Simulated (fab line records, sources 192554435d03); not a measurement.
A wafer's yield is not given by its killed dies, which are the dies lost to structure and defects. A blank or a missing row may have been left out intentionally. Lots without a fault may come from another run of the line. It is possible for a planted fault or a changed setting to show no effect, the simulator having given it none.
fab line records	flow n5-finfet
[record] lots = 6	wafers = 18	last-day = 17
route steps=1938 shown BEOL_M6@1212
lots that met no fault: taken from a fault-free run of the same line
start-h: hours from the record's first day to the start of the lot's first wafer shown	wait-h: hours since the lot's step before	" repeats the value in the row above	L1.1+2: a single row standing in for several wafers	- value missing, or start not given	* or withheld: withheld	< > ~ a bound
route shown NAME@n: names a module that has steps shown in the file, with the first one's number in the route	usual: the fault-free wafers' mean and standard deviation	same: alike in all rows	chamber/n: place in a boat	sites: per-site readings	_std_site: the values' standard deviation	_edge_site: the outer-site mean with the inner-site mean subtracted	radius-mm: for every site, how far away it sits from the centre of the wafer	mask NAME#n: copy n	behind: the most recent tool/chamber to have shaped the wafer	hold: the reason the lot was held/the length of the hold in hours/how it ended	device: the transistor (n, p or np) that didn't switch	end of line: the tests these same wafers got at the end of their route	step lacking rows: just its recipe	killed: the dies lost at the first sort to structure and to defects; this is not the yield of the wafer	map: shows each die of a wafer: x if killed, . if not, _ if none is there
set.NAME: the setting the step ran with; set.NAME@STEP: the setting that earlier step ran with	model.NAME: the simulator's own value behind a step, which no gauge read
lots at selected steps of the route; one table per step, one row per wafer
services: from which hour (start-h, from the record's first day; less than 0 if before it) a tool's chamber was out of use, for how many hours, and why
[[steps]]
[step N5_BEOL_M6_ETCH_62]
[recipe] chemistry = N2/H2	target = SOC	target-depth-a = 1100	overetch-a = 220	mask-material = SiARC	temp-c = 40	time-s = 165	ion-energy-ev = 200	pressure-mtorr = 30	source-w = 840	bias-w = 150	n2-flow-sccm = 200	h2-flow-sccm = 200
[usual] drypump-motor-current-A = 5.7/0.32	oes-product-au = 0.65/0.076	rf-vpp-V = 524.2/2.8	showerhead-plenum-p-Torr = 2.56/0.095	temp-c = 40.02/0.12	throttle-valve-pct = 17.88/0.27
[same] time-s = 165
lot.wafer	tool	chamber	start-h	wait-h	drypump-motor-current-A	oes-product-au	rf-hours-counter-h	rf-vpp-V	showerhead-plenum-p-Torr	temp-c	throttle-valve-pct
L468.1	rie-diel-02	0	189.74	0.0	5.7	0.59	220	522.7	2.50	39.77	17.69
L468.4	"	1	"	"	5.9	0.61	-	526.9	2.62	40.27	18.16
L468.6	"	0	"	"	5.6	0.59	-	522.7	2.50	39.98	17.68
L472.1	rie-diel-03	0	210.31	0.0	5.6	0.65	160	522.4	2.45	40.12	18.10
L472.4	"	1	"	"	5.3	0.59	201	527.4	2.63	39.86	17.90
L472.5	"	3	"	"	5.9	0.71	-	527.4	2.69	40.06	17.77
L482.2	rie-diel-02	1	268.33	0.0	5.9	0.59	241	524.8	2.61	39.86	18.20
L482.3	"	3	"	"	5.6	0.59	242	522.8	2.50	39.94	18.31
L482.6	"	2	"	"	5.4	0.87	-	521.9	2.51	39.92	17.40
L480.1	rie-diel-03	3	271.57	0.0	5.9	0.69	83	528.5	2.68	40.09	17.80
L480.2	"	0	"	"	5.6	0.63	183	521.6	2.44	39.76	18.13
L480.4	"	1	"	"	5.3	0.58	-	525.6	2.62	40.08	17.95
L487.3	rie-diel-02	1	303.00	0.0	5.8	0.59	255	527.1	2.60	39.96	18.21
L487.4	"	1	"	"	5.9	0.59	-	526.8	2.60	39.92	18.21
L487.6	"	2	"	"	5.4	0.80	-	523.2	2.50	40.13	17.43
L490.1	rie-diel-02	0	325.11	0.1	5.6	0.80	5	522.6	2.49	40.07	17.40
L490.3	"	0	"	"	5.6	0.80	-	523.2	2.49	40.12	17.41
L490.4	"	2	"	"	5.4	0.78	-	520.8	2.50	40.04	17.43
[step N5_BEOL_M6_STRIP_68]
[recipe] chemistry = N2/H2	temp-c = 40	n2-flow-sccm = 200	h2-flow-sccm = 200	rf-frequency-hz = 6e+07
[step N5_BEOL_M6_STRIP_67]
[recipe] chemistry = CF4	resist = SiARC	power-w = 300	bias-power-w = 75	pressure-mtorr = 50	cf4-flow-sccm = 150	rf-frequency-hz = 6e+07
[usual] bias-power-w = 74.97/0.22	drypump-motor-current-A = 5.6/0.32	oes-product-au = 0.77/0.09	rf-vpp-V = 271.4/1.6	showerhead-plenum-p-Torr = 1.81/0.064	throttle-valve-pct = 13.67/0.26
lot.wafer	tool	chamber	start-h	wait-h	bias-power-w	drypump-motor-current-A	oes-product-au	rf-hours-counter-h	rf-vpp-V	showerhead-plenum-p-Torr	throttle-valve-pct
L468.1	rie-diel-02	0	189.89	0.0	75.29	5.6	0.69	220	269.1	1.79	13.73
L468.4	"	1	"	"	75.00	5.9	0.73	-	272.2	1.86	13.95
L468.6	"	0	"	"	75.02	5.6	0.70	-	270.9	1.80	13.76
L472.1	rie-diel-03	0	210.45	0.0	74.91	5.6	0.76	160	270.9	1.72	13.66
L472.4	"	1	"	"	74.79	5.3	0.70	201	271.2	1.85	13.70
L472.5	"	3	"	"	75.02	5.9	0.85	-	272.7	1.90	13.50
L482.2	rie-diel-02	1	268.47	0.0	74.90	5.9	0.70	241	271.7	1.86	14.00
L482.3	"	3	"	"	74.59	5.6	0.70	242	270.5	1.77	14.18
L482.6	"	2	"	"	74.99	5.4	1.02	-	269.7	1.77	13.17
L480.1	rie-diel-03	3	271.71	0.0	75.05	5.9	0.82	83	272.1	1.89	13.53
L480.2	"	0	"	"	74.75	5.5	0.74	183	270.5	1.72	13.71
L480.4	"	1	"	"	75.11	5.3	0.68	-	272.8	1.85	13.75
L487.3	rie-diel-02	1	303.14	0.0	74.90	5.8	0.69	256	272.3	1.85	14.01
L487.4	"	1	"	"	75.04	5.9	0.70	-	273.0	1.85	14.03
L487.6	"	2	"	"	74.73	5.4	0.95	-	270.7	1.77	13.21
L490.1	rie-diel-02	0	325.33	0.0	75.08	5.5	0.94	5	269.3	1.78	13.30
L490.3	"	0	"	"	75.07	5.5	0.94	-	270.8	1.78	13.28
L490.4	"	2	"	"	75.11	5.4	0.93	-	270.6	1.77	13.24
[step N5_BEOL_M6_HM_OPEN_17]
[recipe] chemistry = Cl2/BCl3	target-depth-a = 200	overetch-a = 60	target = TiN	mask-material = SOC	ion-energy-ev = 150	pressure-mtorr = 10	icp-w = 1000	bias-w = 126	Cl2_flow_sccm = 53.25	bcl3-flow-sccm = 21.75	Ar_flow_sccm = 25
[usual] drypump-motor-current-A = 5.8/0.42	he-backside-leak-sccm = 3.4/0.3	oes-product-au = 0.70/0.11	throttle-valve-pct = 22.10/0.28
lot.wafer	tool	chamber	start-h	wait-h	drypump-motor-current-A	he-backside-leak-sccm	oes-product-au	rf-hours-counter-h	throttle-valve-pct
L468.1	rie-metal-01	0	189.93	0.0	6.6	3.4	0.52	130	22.25
L468.4	"	1	"	"	5.5	3.6	0.80	-	22.41
L468.6	"	0	"	"	6.6	3.5	0.52	-	22.26
L472.1	rie-metal-03	0	210.49	0.0	5.6	3.4	0.56	103	22.05
L472.4	"	1	"	"	5.6	3.6	0.56	-	22.17
L472.5	"	0	"	"	5.6	3.5	0.55	-	22.07
L482.2	rie-metal-02	0	268.51	0.0	5.9	3.4	0.75	17	21.45
L482.3	"	0	"	"	5.9	3.4	0.75	-	21.47
L482.6	"	0	"	"	5.9	3.5	0.76	-	21.46
L480.1	rie-metal-02	0	271.75	0.0	5.9	3.3	0.74	18	21.48
L480.2	"	1	"	"	5.5	3.2	0.81	3	21.96
L480.4	"	1	"	"	5.5	3.1	0.81	-	21.97
L487.3	rie-metal-03	0	303.24	0.1	5.7	3.5	0.54	-	22.10
L487.4	"	0	"	"	5.6	3.3	0.54	-	22.09
L487.6	"	0	"	"	5.6	3.6	0.54	-	22.07
L490.1	rie-metal-02	0	325.38	0.0	5.8	3.3	0.73	23	21.49
L490.3	"	1	"	"	5.5	3.1	0.77	-	21.98
L490.4	"	0	"	"	5.9	3.5	0.73	-	21.47
[step N5_BEOL_M6_STRIP_19]
[recipe] chemistry = O2	power-w = 400	temp-c = 40	pressure-mtorr = 30	rf-frequency-hz = 6e+07	bias-power-w = 0	overash-fraction = 0.2	o2-flow-sccm = 225
[usual] drypump-motor-current-A = 5.65/0.28	oes-product-au = 0.76/0.097	rf-vpp-V = 3.6/0.56	showerhead-plenum-p-Torr = 2.10/0.077	temp-c = 39.99/0.12	throttle-valve-pct = 16.72/0.29
[same] bias-power-w = 0
lot.wafer	tool	chamber	start-h	wait-h	drypump-motor-current-A	oes-product-au	rf-hours-counter-h	rf-vpp-V	showerhead-plenum-p-Torr	temp-c	throttle-valve-pct
L468.1	rie-diel-03	0	190.10	0.1	5.57	0.76	152	4.3	2.00	39.94	16.64
L468.4	"	1	"	"	5.30	0.70	191	4.0	2.16	39.99	16.68
L468.6	"	2	"	"	6.06	0.70	-	3.6	2.07	40.19	16.55
L472.1	rie-diel-02	1	210.61	0.1	5.89	0.71	224	3.2	2.16	39.77	16.95
L472.4	"	3	"	"	5.57	0.72	218	3.9	2.07	39.75	17.16
L472.5	"	3	"	"	5.54	0.73	-	3.8	2.07	39.87	17.19
L482.2	rie-diel-06	3	268.76	0.2	5.20	0.73	198	3.5	1.99	39.93	16.54
L482.3	"	2	"	"	6.23	0.91	25	3.3	2.22	39.91	16.45
L482.6	"	2	"	"	6.25	0.92	-	2.8	2.22	39.99	16.45
L480.1	rie-diel-02	3	271.87	0.1	5.58	0.70	243	2.9	2.07	40.04	17.23
L480.2	"	0	"	"	5.65	0.67	248	4.5	2.08	40.04	16.79
L480.4	"	2	"	"	5.39	1.02	1	2.7	2.04	39.96	16.14
L487.3	rie-diel-02	2	303.41	0.1	5.38	0.97	15	3.2	2.04	40.00	16.18
L487.4	"	1	"	"	5.86	0.68	-	3.9	2.15	40.06	16.99
L487.6	"	2	"	"	5.40	0.97	-	4.4	2.04	39.93	16.17
L490.1	rie-diel-03	1	325.55	0.1	5.29	0.66	245	3.7	2.14	39.98	16.76
L490.3	"	3	"	"	5.92	0.80	104	4.9	2.23	40.06	16.76
L490.4	"	0	"	"	5.56	0.73	203	4.2	1.98	40.06	16.72
[step N5_BEOL_M6_CD_MEAS_18]
[recipe] pitch-nm = 80	target-cd-nm = 40
[usual] cd-nm = 39.9/0.61
lot.wafer	tool	chamber	start-h	wait-h	cd-nm
L468.1	cd-sem-01	-	190.18	0.1	39.8
L468.4	"	-	"	"	39.8
L468.6	"	-	"	"	40.0
L472.1	cd-sem-01	-	210.68	0.0	40.3
L472.4	"	-	"	"	40.2
L472.5	"	-	"	"	39.7
L482.2	cd-sem-01	-	268.83	0.1	39.3
L482.3	"	-	"	"	39.3
L482.6	"	-	"	"	40.2
L480.1	cd-sem-01	-	271.93	0.0	39.0
L480.2	"	-	"	"	39.8
L480.4	"	-	"	"	39.5
L487.3	cd-sem-02	-	303.49	0.1	40.1
L487.4	"	-	"	"	40.4
L487.6	"	-	"	"	40.5
L490.1	cd-sem-02	-	325.62	0.0	39.1
L490.3	"	-	"	"	39.0
L490.4	"	-	"	"	39.2
[step N5_BEOL_M6_COAT_63]
[recipe] resist = SOC	temp-c = 250	time-s = 60	spin-rpm = 1500	resist-thk-nm = 60
[step N5_BEOL_M6_COAT_64]
[recipe] resist = SiARC	temp-c = 220	time-s = 60	spin-rpm = 1500	resist-thk-nm = 12
[step N5_BEOL_M6_COAT_71]
[recipe] resist = underlayer	temp-c = 205	time-s = 60	spin-rpm = 1500	resist-thk-nm = 5
[step N5_BEOL_M6_COAT_22]
[recipe] resist = CAR-EUV	spin-rpm = 1500	resist-thk-nm = 30
[step N5_BEOL_M6_EBR_24]
[recipe] solvent = PGMEA	ebr-width-mm = 1.5
[step N5_BEOL_M6_SOFTBAKE_23]
[recipe] temp-c = 110	time-s = 60	resist = CAR-EUV
[step N5_BEOL_M6_EXPOSE_25]
[recipe] mask-id = V5	na = 0.33	source-shape = annular	sigma-inner = 0.4	sigma-outer = 0.8	polarization = unpolarized	target-cd-nm = 40	dose-mj = 45
[usual] exposure-dose-mJ-cm2 = 44.91/0.045	focus-offset-nm = 0.0/0.53
lot.wafer	tool	chamber	start-h	wait-h	mask	exposure-dose-mJ-cm2	focus-offset-nm
L468.1	euv-scanner-01	0	191.89	-	V5#0	44.89	-0.4
L468.4	"	0	"	"	V5#0	44.94	1.1
L468.6	"	0	"	"	V5#0	44.92	0.3
L472.1	euv-scanner-01	0	211.98	-	V5#0	44.92	0.1
L472.4	"	0	"	"	V5#0	44.89	0.5
L472.5	"	0	"	"	V5#0	44.83	0.3
L482.2	euv-scanner-02	-	270.11	-	V5#0	-	-
L482.3	"	-	"	"	V5#0	-	-
L482.6	"	-	"	"	V5#0	-	-
L480.1	euv-scanner-01	-	274.18	-	V5#0	-	-
L480.2	"	-	"	"	V5#0	-	-
L480.4	"	-	"	"	V5#0	-	-
L487.3	euv-scanner-01	0	305.11	-	V5#0	44.85	0.3
L487.4	"	0	"	"	V5#0	44.93	0.1
L487.6	"	0	"	"	V5#0	44.84	-1.3
L490.1	euv-scanner-02	0	328.64	-	V5#0	44.92	0.5
L490.3	"	0	"	"	V5#0	44.97	0.8
L490.4	"	0	"	"	V5#0	44.89	0.4
[step N5_BEOL_M6_PEB_26]
[recipe] peb-temp-c = 100	peb-time-s = 60	resist = CAR-EUV
[[services]]
tool	chamber	start-h	hours	kind
euv-scanner-02	-	166.41	4.6	pm
rie-metal-03	-	168.61	0.6	repair
rie-metal-01	-	179.17	2.1	repair
euv-scanner-02	-	183.17	1.1	repair
rie-diel-02	3	185.18	6.4	repair
euv-scanner-01	-	187.69	1.0	repair
euv-scanner-01	-	188.90	1.0	pm
euv-scanner-02	-	192.83	1.5	repair
euv-scanner-02	-	196.34	3.4	repair
euv-scanner-02	-	203.80	1.0	pm
rie-diel-03	3	225.89	3.9	repair
rie-diel-02	2	241.87	-	clean
rie-diel-02	2	241.87	-	consumable-replace:focus-ring
rie-diel-02	2	241.87	24.2	scheduled-down
rie-metal-02	-	243.73	5.6	repair
euv-scanner-01	-	245.05	1.0	pm
euv-scanner-01	-	258.19	1.7	repair
euv-scanner-02	-	259.95	1.0	pm
rie-diel-06	2	279.68	6.7	repair
euv-scanner-01	-	289.29	0.7	repair
euv-scanner-01	-	301.20	1.0	pm
euv-scanner-02	-	303.34	0.9	repair
rie-metal-01	1	308.47	4.1	repair
euv-scanner-02	-	316.10	1.0	pm
[[key]]
[first-sign] step = N5_BEOL_M6_EXPOSE_25	reading = tool-record	direction = missing
effect none on later readings
met-at N5_BEOL_M6_EXPOSE_25
struck-wafers L480.1,L480.2,L480.4,L482.2,L482.3,L482.6
later-rows-left-out L480.1,L480.2,L480.4,L482.2,L482.3,L482.6
sort-left-out L480.1,L480.2,L480.4,L482.2,L482.3,L482.6
onset-between 211.98 270.11
[fault] kind = skipped-step-whole	tool = euv-scanner-01,euv-scanner-02	chamber = -	onset-h = 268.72	steps = N5_BEOL_M6_EXPOSE_25	scope = struck-lots-only
// sort-left-out: the simulated sort isn't trusted on such a fault, so these wafers' sort isn't shown, and their yield isn't known
// later-rows-left-out: the simulator's readings of these wafers behind a module that went badly wrong aren't trusted and aren't shown, but for the sort
